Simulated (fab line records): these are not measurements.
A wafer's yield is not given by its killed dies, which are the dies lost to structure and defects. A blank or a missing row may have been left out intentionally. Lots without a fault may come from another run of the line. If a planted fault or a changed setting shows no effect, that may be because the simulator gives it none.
The tool behind it: which one? || flow nand-harc || 72 wafers from 24 lots sampled at 2 of the route's 1159 steps

== WHAT THE GAUGES SHOWED, per wafer ==
NHARC_P_STI_OCD_MEAS_17.
{"lot": "L074", "measured": "day 2 15:43", "on": "ocd-02", "trench-depth-nm (nm)": "300 311 303", "trench-foot-cd-nm (nm)": "159.1 156.6 158.6"}
{"lot": "L075", "measured": "day 2 18:22", "on": "ocd-02", "trench-depth-nm (nm)": "298 301 302", "trench-foot-cd-nm (nm)": "157.9 158.6 162.4"}
{"lot": "L076", "measured": "day 3 06:22", "on": "ocd-01", "trench-depth-nm (nm)": "303 299 300", "trench-foot-cd-nm (nm)": "157.3 154.1 158.3"}
{"lot": "L077", "measured": "day 3 06:31", "on": "ocd-02", "trench-depth-nm (nm)": "310 305 301", "trench-foot-cd-nm (nm)": "156.8 160.1 158.9"}
{"lot": "L078", "measured": "day 3 12:47", "on": "ocd-02", "trench-depth-nm (nm)": "300 294 299", "trench-foot-cd-nm (nm)": "162.2 160.2 159.1"}
{"lot": "L079", "measured": "day 4 04:49", "on": "ocd-02", "trench-depth-nm (nm)": "299 302 297", "trench-foot-cd-nm (nm)": "155.1 161.7 157.5"}
{"lot": "L080", "measured": "day 4 04:58", "on": "ocd-02", "trench-depth-nm (nm)": "301 302 300", "trench-foot-cd-nm (nm)": "155.4 156.2 155.3"}
{"lot": "L081", "measured": "day 4 04:50", "on": "ocd-01", "trench-depth-nm (nm)": "299 298 295", "trench-foot-cd-nm (nm)": "158.8 157.7 160.1"}
{"lot": "L082", "measured": "day 4 12:50", "on": "ocd-01", "trench-depth-nm (nm)": "295 298 294", "trench-foot-cd-nm (nm)": "156.1 161.1 157.4"}
{"lot": "L083", "measured": "day 4 21:04", "on": "ocd-02", "trench-depth-nm (nm)": "298 295 300", "trench-foot-cd-nm (nm)": "161.6 161.8 160.2"}
{"lot": "L084", "measured": "day 4 20:55", "on": "ocd-01", "trench-depth-nm (nm)": "297 297 295", "trench-foot-cd-nm (nm)": "159.9 163.6 160.8"}
{"lot": "L085", "measured": "day 5 08:32", "on": "ocd-01", "trench-depth-nm (nm)": "301 298 304", "trench-foot-cd-nm (nm)": "156.4 156.7 154.0"}
{"lot": "L086", "measured": "day 5 08:37", "on": "ocd-02", "trench-depth-nm (nm)": "303 301 301", "trench-foot-cd-nm (nm)": "160.5 156.8 158.4"}
{"lot": "L087", "measured": "day 5 19:02", "on": "ocd-01", "trench-depth-nm (nm)": "304 301 304", "trench-foot-cd-nm (nm)": "154.1 160.8 156.3"}
{"lot": "L088", "measured": "day 5 23:31", "on": "ocd-02", "trench-depth-nm (nm)": "297 296 298", "trench-foot-cd-nm (nm)": "161.6 158.7 157.8"}
{"lot": "L089", "measured": "day 6 06:49", "on": "ocd-01", "trench-depth-nm (nm)": "303 297 304", "trench-foot-cd-nm (nm)": "155.0 158.0 152.5"}
{"lot": "L090", "measured": "day 6 11:40", "on": "ocd-01", "trench-depth-nm (nm)": "299 294 294", "trench-foot-cd-nm (nm)": "158.2 156.6 160.7"}
{"lot": "L091", "measured": "day 6 17:58", "on": "ocd-01", "trench-depth-nm (nm)": "305 308 305", "trench-foot-cd-nm (nm)": "157.0 162.1 158.4"}
{"lot": "L092", "measured": "day 7 02:10", "on": "ocd-02", "trench-depth-nm (nm)": "299 300 297", "trench-foot-cd-nm (nm)": "160.1 166.0 167.0"}
{"lot": "L093", "measured": "day 7 02:23", "on": "ocd-01", "trench-depth-nm (nm)": "312 310 306", "trench-foot-cd-nm (nm)": "157.7 156.0 157.4"}
{"lot": "L094", "measured": "day 7 13:04", "on": "ocd-02", "trench-depth-nm (nm)": "294 302 301", "trench-foot-cd-nm (nm)": "159.6 157.4 159.1"}
{"lot": "L095", "measured": "day 7 17:29", "on": "ocd-02", "trench-depth-nm (nm)": "305 305 305", "trench-foot-cd-nm (nm)": "161.7 156.2 160.4"}
{"lot": "L096", "measured": "day 8 01:39", "on": "ocd-01", "trench-depth-nm (nm)": "304 300 297", "trench-foot-cd-nm (nm)": "159.5 160.2 161.0"}
{"lot": "L097", "measured": "day 8 08:47", "on": "ocd-02", "trench-depth-nm (nm)": "308 308 311", "trench-foot-cd-nm (nm)": "156.3 159.9 157.8"}

== WHICH TOOL RAN EACH LOT (tool, then ch and the chambers of the sampled wafers, then the start) ==
{"lot": "L074", "NHARC_P_ZERO_WELL_RTA_42": "rtp-anneal-01 ch 0, day 1 19:04"}
{"lot": "L075", "NHARC_P_ZERO_WELL_RTA_42": "rtp-anneal-02 ch 0, day 2 00:54"}
{"lot": "L076", "NHARC_P_ZERO_WELL_RTA_42": "rtp-anneal-01 ch 0, day 2 10:37"}
{"lot": "L077", "NHARC_P_ZERO_WELL_RTA_42": "rtp-anneal-01 ch 0, day 2 13:10"}
{"lot": "L078", "NHARC_P_ZERO_WELL_RTA_42": "rtp-anneal-02 ch 0, day 2 18:45"}
{"lot": "L079", "NHARC_P_ZERO_WELL_RTA_42": "rtp-anneal-01 ch 0, day 3 01:04"}
{"lot": "L080", "NHARC_P_ZERO_WELL_RTA_42": "rtp-anneal-02 ch 0, day 3 06:47"}
{"lot": "L081", "NHARC_P_ZERO_WELL_RTA_42": "rtp-anneal-02 ch 0, day 3 12:52"}
{"lot": "L082", "NHARC_P_ZERO_WELL_RTA_42": "rtp-anneal-02 ch 0, day 3 19:08"}
{"lot": "L083", "NHARC_P_ZERO_WELL_RTA_42": "rtp-anneal-01 ch 0, day 4 00:45"}
{"lot": "L084", "NHARC_P_ZERO_WELL_RTA_42": "rtp-anneal-02 ch 0, day 4 06:40"}
{"lot": "L085", "NHARC_P_ZERO_WELL_RTA_42": "rtp-anneal-02 ch 0, day 4 12:32"}
{"lot": "L086", "NHARC_P_ZERO_WELL_RTA_42": "rtp-anneal-01 ch 0, day 4 18:40"}
{"lot": "L087", "NHARC_P_ZERO_WELL_RTA_42": "rtp-anneal-02 ch 0, day 5 01:05"}
{"lot": "L088", "NHARC_P_ZERO_WELL_RTA_42": "rtp-anneal-02 ch 0, day 5 06:55"}
{"lot": "L089", "NHARC_P_ZERO_WELL_RTA_42": "rtp-anneal-01 ch 0, day 5 13:02"}
{"lot": "L090", "NHARC_P_ZERO_WELL_RTA_42": "rtp-anneal-01 ch 0, day 5 19:02"}
{"lot": "L091", "NHARC_P_ZERO_WELL_RTA_42": "rtp-anneal-02 ch 0, day 6 01:08"}
{"lot": "L092", "NHARC_P_ZERO_WELL_RTA_42": "rtp-anneal-02 ch 0, day 6 07:06"}
{"lot": "L093", "NHARC_P_ZERO_WELL_RTA_42": "rtp-anneal-01 ch 0, day 6 12:53"}
{"lot": "L094", "NHARC_P_ZERO_WELL_RTA_42": "rtp-anneal-02 ch 0, day 6 18:59"}
{"lot": "L095", "NHARC_P_ZERO_WELL_RTA_42": "rtp-anneal-02 ch 0, day 7 00:58"}
{"lot": "L096", "NHARC_P_ZERO_WELL_RTA_42": "rtp-anneal-01 ch 0, day 7 06:51"}
{"lot": "L097", "NHARC_P_ZERO_WELL_RTA_42": "rtp-anneal-02 ch 0, day 7 13:01"}
- NHARC_P_ZERO_WELL_RTA_42: time 300 s.

== AS READ BY THE TOOLS THEMSELVES (means over the sampled wafers that have a number; for cases with no such wafer, the mark the record gives instead) ==
NHARC_P_ZERO_WELL_RTA_42.
{"lot": "L074", "tool": "rtp-anneal-01", "lamp-power-pct (%)": 33.2, "wafer_temp_C_max": 1109.4}
{"lot": "L075", "tool": "rtp-anneal-02", "lamp-power-pct (%)": 35.8, "wafer_temp_C_max": 1105.6}
{"lot": "L076", "tool": "rtp-anneal-01", "lamp-power-pct (%)": 33.2, "wafer_temp_C_max": 1110.0}
{"lot": "L077", "tool": "rtp-anneal-01", "lamp-power-pct (%)": 33.2, "wafer_temp_C_max": 1110.0}
{"lot": "L078", "tool": "rtp-anneal-02", "lamp-power-pct (%)": 35.9, "wafer_temp_C_max": 1105.0}
{"lot": "L079", "tool": "rtp-anneal-01", "lamp-power-pct (%)": 33.1, "wafer_temp_C_max": 1109.4}
{"lot": "L080", "tool": "rtp-anneal-02", "lamp-power-pct (%)": 35.9, "wafer_temp_C_max": 1105.2}
{"lot": "L081", "tool": "rtp-anneal-02", "lamp-power-pct (%)": 35.9, "wafer_temp_C_max": 1105.9}
{"lot": "L082", "tool": "rtp-anneal-02", "lamp-power-pct (%)": 35.9, "wafer_temp_C_max": 1105.5}
{"lot": "L083", "tool": "rtp-anneal-01", "lamp-power-pct (%)": 33.2, "wafer_temp_C_max": 1109.4}
{"lot": "L084", "tool": "rtp-anneal-02", "lamp-power-pct (%)": 35.8, "wafer_temp_C_max": 1104.1}
{"lot": "L085", "tool": "rtp-anneal-02", "lamp-power-pct (%)": 35.8, "wafer_temp_C_max": 1105.4}
{"lot": "L086", "tool": "rtp-anneal-01", "lamp-power-pct (%)": 33.2, "wafer_temp_C_max": 1108.9}
{"lot": "L087", "tool": "rtp-anneal-02", "lamp-power-pct (%)": 35.9, "wafer_temp_C_max": 1105.1}
{"lot": "L088", "tool": "rtp-anneal-02", "lamp-power-pct (%)": 35.8, "wafer_temp_C_max": 1105.3}
{"lot": "L089", "tool": "rtp-anneal-01", "lamp-power-pct (%)": 33.2, "wafer_temp_C_max": 1108.6}
{"lot": "L090", "tool": "rtp-anneal-01", "lamp-power-pct (%)": 33.2, "wafer_temp_C_max": 1109.4}
{"lot": "L091", "tool": "rtp-anneal-02", "lamp-power-pct (%)": 35.9, "wafer_temp_C_max": 1105.1}
{"lot": "L092", "tool": "rtp-anneal-02", "lamp-power-pct (%)": 35.8, "wafer_temp_C_max": 1104.7}
{"lot": "L093", "tool": "rtp-anneal-01", "lamp-power-pct (%)": 33.2, "wafer_temp_C_max": 1111.3}
{"lot": "L094", "tool": "rtp-anneal-02", "lamp-power-pct (%)": 35.9, "wafer_temp_C_max": 1104.3}
{"lot": "L095", "tool": "rtp-anneal-02", "lamp-power-pct (%)": 35.9, "wafer_temp_C_max": 1104.6}
{"lot": "L096", "tool": "rtp-anneal-01", "lamp-power-pct (%)": 33.2, "wafer_temp_C_max": 1110.2}
{"lot": "L097", "tool": "rtp-anneal-02", "lamp-power-pct (%)": 35.8, "wafer_temp_C_max": 1105.2}

== THE ANSWER, worked out from the rows above alone ==
Rule: the usual values come from the lots themselves. The widest of any qualifying gaps counts: lots, ordered by their means at a reading, are off when they make up no more than a third of the lots, leave a main group of 4 or more, and stand apart from it by 3 or more times the standard deviation of that group's means. The tables above print the reading to a certain number of digits; a main group whose means all agree to those digits is not used. A lot without any number at a reading at which 4 lots or more have one is off too. The other lots that the step has rows for count as sound. After the gauges, taken in route order, come the tools' own readings; for these a lot's mean is taken, as printed above. The first step at which some lot is off is used, and at that step the reading that is off furthest; a lot without a number counts as furthest.
None of the lots is off at any reading shown; this tells nothing.

== WHAT HAD BEEN PUT IN BY THE SIMULATOR ==
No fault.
